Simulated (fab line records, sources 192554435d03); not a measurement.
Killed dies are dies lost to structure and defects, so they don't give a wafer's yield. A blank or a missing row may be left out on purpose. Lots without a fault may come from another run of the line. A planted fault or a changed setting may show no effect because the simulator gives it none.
Chamber matching | flow n5_finfet | N5_BEOL_M3_CO_CAP_55 on cvd_co-02: 3 sister chambers
The step material Co, precursor CCTBA/H2, target thk 2 nm, time 102.1 s. 6 wafers are shown with their chamber, then 8 later ones without.

WAFERS WITH THEIR CHAMBER
wafer  | chamber | heater_power_w (W) | susceptor_temp_C (C)
L074.4 | 1       | 224                | 200.13
L076.3 | 1       | 223                | 199.96
L082.5 | 0       | 219                | 199.70
L083.5 | 0       | 218                | 200.28
L083.6 | 2       | 237                | 199.96
L087.2 | 2       | 237                | 200.21

WAFERS WITHOUT THEIR CHAMBER
wafer  | heater_power_w (W) | susceptor_temp_C (C)
L087.4 | 229                | 199.91
L087.5 | 226                | 199.93
L089.1 | 235                | 200.07
L089.2 | 221                | 199.84
L089.6 | 240                | 199.99
L092.1 | 226                | 200.01
L092.2 | 231                | 200.14
L092.5 | 223                | 200.15

WHICH CHAMBER EACH WENT THROUGH
wafer  | from the rows above     | in truth
L087.4 | 1                       | 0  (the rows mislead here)
L087.5 | 1                       | 1
L089.1 | 2                       | 2
L089.2 | can't be placed: 0 or 1 | 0
L089.6 | 2                       | 2
L092.1 | 1                       | 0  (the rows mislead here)
L092.2 | 2                       | 2
L092.5 | 1                       | 1
Placed correctly: 5 of 8. Can't be placed from these rows: 1 (the true chamber is among the candidates in 1). Placed wrongly: 2.
How it was worked out, from the rows above alone: a wafer's distance from a chamber is the root of the sum, over the readings, of the square of ((its reading less the chamber's mean) divided by the reading's scatter). The wafer belongs to the nearest chamber; if the next one is less than 2 further off, it can't be placed. A chamber's mean is the mean of its shown wafers. The scatter: the root of (the sum of the squares of (reading less its chamber's mean) over the shown wafers, divided by (wafers less chambers)).
